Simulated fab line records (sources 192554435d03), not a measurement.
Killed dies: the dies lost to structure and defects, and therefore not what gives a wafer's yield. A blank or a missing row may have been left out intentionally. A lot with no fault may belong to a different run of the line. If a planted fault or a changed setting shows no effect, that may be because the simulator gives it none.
Chamber matching -- flow n5Finfet -- N5_MOL_CONTACT_COAG_ETCH_124 on rieDiel-06 has 4 sister chambers
The step etches SiNx in CH3F/O2, stops on SiOC, target depth 6.5 nm. 14 wafers are shown with their chamber, then 7 later ones without.

## EACH WAFER AND ITS CHAMBER
wafer,chamber,rfVppV (V),drypumpMotorCurrentA (A),showerheadPlenumPTorr (Torr)
L075.1,2,305,5.5,1.99
L075.4,0,277,5.7,1.98
L075.5,3,299,5.5,1.97
L076.4,3,298,5.5,1.97
L076.5,0,276,5.7,1.98
L076.6,3,298,5.5,1.97
L078.1,3,298,5.5,1.97
L078.5,1,314,6.1,1.95
L078.6,0,276,5.7,1.98
L082.3,1,314,6.2,1.95
L082.5,0,276,5.7,1.98
L082.6,3,299,5.5,1.97
L090.4,3,297,5.5,1.96
L090.5,0,277,5.7,1.97

SIGNATURES (means of the wafers above)
reading,chamber 0,chamber 1,chamber 2,chamber 3,scatter within a chamber
rfVppV,276.40,314.00,305.00,298.17,0.635
drypumpMotorCurrentA,5.700,6.150,5.500,5.500,0.0224
showerheadPlenumPTorr,1.9780,1.9500,1.9900,1.9683,0.00404
Rule: for a wafer and a chamber, the distance is found by dividing, reading by reading, the gap between the wafer's reading and the chamber's mean by the reading's scatter, squaring, summing and taking the root. If the next closest chamber is less than 2 further off than the closest, the wafer can't be placed; otherwise it belongs to the closest. How the scatter is found: for the shown wafers, subtract from each reading the mean of its chamber, square and add these, divide the total by (wafers less chambers), then take the root.

## WAFERS WITH NO CHAMBER GIVEN
wafer,rfVppV (V),drypumpMotorCurrentA (A),showerheadPlenumPTorr (Torr)
L090.6,298,5.5,1.96
L092.1,275,5.7,1.97
L092.2,316,6.2,1.94
L092.3,296,5.5,1.96
L094.1,304,5.5,1.98
L094.4,298,5.5,1.96
L094.5,305,5.5,1.98

## WHICH CHAMBER EACH WENT THROUGH
wafer,from the rows above,in truth
L090.6,3,3
L092.1,0,0
L092.2,1,1
L092.3,3,3
L094.1,2,2
L094.4,3,3
L094.5,2,2
Correct placement for 7 of the 7. Left unplaced by these rows: 0. 0 placed wrongly.
